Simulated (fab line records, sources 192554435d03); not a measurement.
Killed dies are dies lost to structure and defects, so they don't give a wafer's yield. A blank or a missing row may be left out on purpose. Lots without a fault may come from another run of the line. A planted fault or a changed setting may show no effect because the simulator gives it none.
A struck lot beside a sound one | flow n5_finfet | 19 steps out of a route of 1938
Sound: wafers L718.1, L718.3, L718.5. Struck: wafer L720.5. (L720.2, L720.3 of the same lot were not struck and are left out.) The cause comes at the end.
At each step with rows: each side's tool, then ch and its chambers, then its first start. Under that, the readings that differ: sound wafers | struck wafers | difference of the means | sigmas: that difference in standard deviations of wafers without a fault.
alike: readings whose means differ by less than 2 such deviations, and words and numbers that are the same on both sides. not compared: withheld readings, readings that some wafer has no value for, bounds like >300 that may hide the same value, and numbers for which the record gives no deviation and whose values overlap.
The two part at a step that has a row with sigmas, a row that says differs or no value, or rows on one side only. Numbers that don't overlap but have no deviation are shown without sigmas and don't part them. A reading that every wafer of one side lacks parts them only if that side has two wafers or more.

N5_BEOL_M1_INSPECT_30: inspects for defects (brightfield).
  sound on defect_inspect-01, day 6 09:36; struck on defect_inspect-01, day 6 20:37
  alike: raw_defect_count
N5_BEOL_M1_DESCUM_33: chemistry O2, time 7 s.
  sound on rie_diel-05 ch 0,3, day 6 09:38; struck on rie_diel-05 ch 2, day 6 20:39
  reading                     | sound       | struck | difference | sigmas
  drypump_motor_current_A (A) | 6.2 5.8 6.1 | 5.0    | -1.0       | -2
  alike: oes_product_au, rf_vpp_V, showerhead_plenum_p_Torr, throttle_valve_pct
  not compared: rf_hours_counter_h
N5_BEOL_M1_ETCH_77: etches underlayer in N2/H2, target depth 6.5 nm, time 5.2 s.
  sound on rie_diel-05 ch 0,3, day 6 09:40; struck on rie_diel-05 ch 2, day 6 20:41
  reading               | sound          | struck | difference | sigmas
  etch_rf_on_time_s (s) | 5.27 5.28 5.28 | 5.05   | -0.23      | -2
  alike: drypump_motor_current_A, oes_product_au, rf_vpp_V, showerhead_plenum_p_Torr, throttle_valve_pct
  not compared: rf_hours_counter_h
then, 1 step without rows for these wafers: N5_BEOL_M1_ETCH_69 (etches SiARC in CF4, target depth 15.6 nm, time 26 s).
N5_BEOL_M1_ALD_98: deposits SiO2, target thk 2.5 nm, pulse time 1 s, co reactant pulse time 1 s.
  sound on ald_sin-02 ch 0,1, day 6 10:08; struck on ald_sin-04 ch 1, day 6 20:47
  alike: heater_power_w, precursor_pulse_height_rel
then, 1 step without rows for these wafers: N5_BEOL_M1_ETCHBACK_99 (etches SiO2 in CHF3, target depth 5 nm, time 10.4 s).
N5_BEOL_M1_ETCH_70: etches SOC in N2/H2, target depth 80 nm, overetch 16 nm, time 120 s.
  sound on rie_diel-03 ch 1,2,3, day 6 19:00; struck on rie_diel-03 ch 1, day 6 22:38
  alike: drypump_motor_current_A, oes_product_au, rf_vpp_V, run_length_s, showerhead_plenum_p_Torr, throttle_valve_pct
  not compared: rf_hours_counter_h
then, 2 steps without rows for these wafers: N5_BEOL_M1_STRIP_71 (strips in N2/H2); N5_BEOL_M1_STRIP_78 (strips in N2/H2).
N5_BEOL_M1_VIA_ETCH_34: etches the open film in C4F6/O2, target depth 67.8 nm, time 64.4 s.
  sound on rie_diel-03 ch 1,2,3, day 6 19:07; struck on rie_diel-03 ch 1, day 6 22:44
  alike: drypump_motor_current_A, oes_f_703_au, oes_product_au, rf_vpp_V, run_length_s, showerhead_plenum_p_Torr, throttle_valve_pct
  not compared: rf_hours_counter_h
then, 2 steps without rows for these wafers: N5_BEOL_M1_STRIP_83 (strips in C4F6/O2); N5_BEOL_M1_STRIP_36 (strips in N2/H2).
N5_BEOL_M1_TRENCH_ETCH_37: etches SiOC in C4F6/O2, target depth 55.207 nm, time 29 s.
  sound on rie_diel-03 ch 1,2,3, day 6 19:12; struck on rie_diel-03 ch 1, day 6 22:50
  reading                             | sound             | struck | difference | sigmas
  run_length_s (s)                    | 52.7 52.8 52.6    | 51.4   | -1.3       | -3
  model.BEOL_M1.feature_depth_nm (nm) | 56.8 55.4 55.6    | 52     | -4         |
  model.etch.depth_nm (nm)            | 56.72 55.36 55.68 | 51.97  | -3.95      |
  alike: drypump_motor_current_A, oes_f_703_au, oes_product_au, rf_vpp_V, showerhead_plenum_p_Torr, throttle_valve_pct
  not compared: rf_hours_counter_h
then, 2 steps without rows for these wafers: N5_BEOL_M1_ETCH_41 (etches SiCN in CH3F/O2, target depth 31.9 nm, time 57.8 s); N5_BEOL_M1_STRIP_97 (strips in N2/H2, time 10 s).
N5_BEOL_M1_OCD_MEAS_38:
  sound on ocd-01, day 6 19:22; struck on ocd-02, day 6 23:00
  reading              | sound          | struck | difference | sigmas
  trench_depth_nm (nm) | 56.7 55.5 55.7 | 52.1   | -3.9       | -4
then, 1 step without rows for these wafers: N5_BEOL_M1_HM_STRIP_39 (strips TiN in peroxide tin strip, target depth 25 nm, time 158 s).
N5_BEOL_M4_RC_MEAS_101:
  sound on prober-02 ch 0, day 8 12:49; struck on prober-01 ch 0, day 8 10:27
  reading        | sound          | struck | difference | sigmas
  IOFF_N (nA/um) | 0.13 0.21 0.21 | 0.11   | -0.07      | -2
  IOFF_P (nA/um) | 0.19 0.29 0.30 | 0.17   | -0.09      | -2
  ION_N (uA/um)  | 676 690 694    | 652    | -35        | -3
  SS_N (mV/dec)  | 71.0 72.5 72.7 | 70.4   | -1.7       | -2
  VT_N (mV)      | 250 247 246    | 257    | +9         | +3
  alike: DIBL_N, DIBL_P, ION_P, SS_P, VT_P
-- the record jumps here: 5 days lie between the struck wafers' starts before and after (it left off in module BEOL_M4 and takes up again in module PASSIVATION, whose first step shown is number 1936 of the route) --
N5_PASSIVATION_PROBE_49:
  the record has rows for the struck wafers here (prober-02, day 13 02:29) and none for the sound ones

WHERE THEY PART
First at N5_BEOL_M1_DESCUM_33; last, within this record, at N5_PASSIVATION_PROBE_49.

WHY: what the simulator had put in
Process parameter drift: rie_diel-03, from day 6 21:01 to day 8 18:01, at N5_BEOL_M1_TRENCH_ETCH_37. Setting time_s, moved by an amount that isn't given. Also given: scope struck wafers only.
